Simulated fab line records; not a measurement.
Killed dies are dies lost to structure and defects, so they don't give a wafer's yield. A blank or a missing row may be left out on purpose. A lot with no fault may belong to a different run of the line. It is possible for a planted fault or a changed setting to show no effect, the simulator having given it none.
Chamber matching :: flow n5-finfet :: N5_BEOL_M0_SAQP_ALD_48 on ald-sin-03 has 4 sister chambers
The step deposits SiO2, target thk 20 nm, pulse time 1 s, co reactant pulse time 1 s. 16 wafers are shown with their chamber, then 8 later ones without.

## WAFERS PAIRED WITH THEIR CHAMBERS
wafer: L075.3
chamber: 3
heater-power-w (W): 74
susceptor-temp-C (C): 100.03
precursor-pulse-height-rel: 1.026

wafer: L075.4
chamber: 1
heater-power-w (W): 80
susceptor-temp-C (C): 100.04
precursor-pulse-height-rel: 1.003

wafer: L075.5
chamber: 0
heater-power-w (W): 84
susceptor-temp-C (C): 100.00
precursor-pulse-height-rel: 0.993

wafer: L077.1
chamber: 2
heater-power-w (W): 84
susceptor-temp-C (C): 99.92
precursor-pulse-height-rel: 1.010

wafer: L077.3
chamber: 3
heater-power-w (W): 73
susceptor-temp-C (C): 99.92
precursor-pulse-height-rel: 1.017

wafer: L077.5
chamber: 3
heater-power-w (W): 75
susceptor-temp-C (C): 99.80
precursor-pulse-height-rel: 0.993

wafer: L079.2
chamber: 2
heater-power-w (W): 87
susceptor-temp-C (C): 99.95
precursor-pulse-height-rel: 0.999

wafer: L079.3
chamber: 3
heater-power-w (W): 75
susceptor-temp-C (C): 100.02
precursor-pulse-height-rel: 0.991

wafer: L079.6
chamber: 3
heater-power-w (W): 76
susceptor-temp-C (C): 99.99
precursor-pulse-height-rel: 1.023

wafer: L082.1
chamber: 2
heater-power-w (W): 85
susceptor-temp-C (C): 99.92
precursor-pulse-height-rel: 1.019

wafer: L082.4
chamber: 0
heater-power-w (W): 83
susceptor-temp-C (C): 100.07
precursor-pulse-height-rel: 1.010

wafer: L082.6
chamber: 1
heater-power-w (W): 84
susceptor-temp-C (C): 99.99
precursor-pulse-height-rel: 1.016

wafer: L087.2
chamber: 1
heater-power-w (W): 80
susceptor-temp-C (C): 99.69
precursor-pulse-height-rel: 1.011

wafer: L087.3
chamber: 3
heater-power-w (W): 74
susceptor-temp-C (C): 100.10
precursor-pulse-height-rel: 1.008

wafer: L087.6
chamber: 0
heater-power-w (W): 85
susceptor-temp-C (C): 99.77
precursor-pulse-height-rel: 1.026

wafer: L092.2
chamber: 2
heater-power-w (W): 85
susceptor-temp-C (C): 99.93
precursor-pulse-height-rel: 1.030

SIGNATURES (means of the wafers above)
reading: heater-power-w
chamber 0: 84.00
chamber 1: 81.33
chamber 2: 85.25
chamber 3: 74.50
scatter within a chamber: 1.38

reading: susceptor-temp-C
chamber 0: 99.9467
chamber 1: 99.9067
chamber 2: 99.9300
chamber 3: 99.9767
scatter within a chamber: 0.121

reading: precursor-pulse-height-rel
chamber 0: 1.00967
chamber 1: 1.01000
chamber 2: 1.01450
chamber 3: 1.00967
scatter within a chamber: 0.0138
Rule: distance of a wafer from a chamber = root of the sum over the readings of ((wafer's reading minus chamber's mean) / reading's scatter) squared. If the next closest chamber is less than 2 further off than the closest, the wafer can't be placed; otherwise it belongs to the closest. The scatter: take each reading less its chamber's mean, square it, sum over the shown wafers, divide by the number of wafers less the number of chambers, and take the root.

## WAFERS MISSING THEIR CHAMBER
wafer: L092.3
heater-power-w (W): 73
susceptor-temp-C (C): 99.89
precursor-pulse-height-rel: 1.000

wafer: L092.6
heater-power-w (W): 85
susceptor-temp-C (C): 100.00
precursor-pulse-height-rel: 0.981

wafer: L091.1
heater-power-w (W): 84
susceptor-temp-C (C): 100.31
precursor-pulse-height-rel: 1.024

wafer: L091.2
heater-power-w (W): 82
susceptor-temp-C (C): 99.80
precursor-pulse-height-rel: 0.980

wafer: L091.3
heater-power-w (W): 74
susceptor-temp-C (C): 100.02
precursor-pulse-height-rel: 1.025

wafer: L095.2
heater-power-w (W): 81
susceptor-temp-C (C): 100.05
precursor-pulse-height-rel: 1.003

wafer: L095.3
heater-power-w (W): 83
susceptor-temp-C (C): 99.97
precursor-pulse-height-rel: 0.980

wafer: L095.5
heater-power-w (W): 85
susceptor-temp-C (C): 100.06
precursor-pulse-height-rel: 1.011

## WHICH CHAMBER EACH WENT THROUGH
wafer: L092.3
from the rows above: 3
in truth: 3

wafer: L092.6
from the rows above: can't be placed: 0 or 2 or 1
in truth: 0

wafer: L091.1
from the rows above: can't be placed: 0 or 2 or 1
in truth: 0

wafer: L091.2
from the rows above: can't be placed: 1 or 0 or 2
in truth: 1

wafer: L091.3
from the rows above: 3
in truth: 3

wafer: L095.2
from the rows above: can't be placed: 1 or 0
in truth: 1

wafer: L095.3
from the rows above: can't be placed: 0 or 1 or 2
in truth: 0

wafer: L095.5
from the rows above: can't be placed: 2 or 0 or 1
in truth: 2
Placed correctly: 2 of 8. Can't be placed from these rows: 6 (the true chamber is among the candidates in 6). 0 placed wrongly.
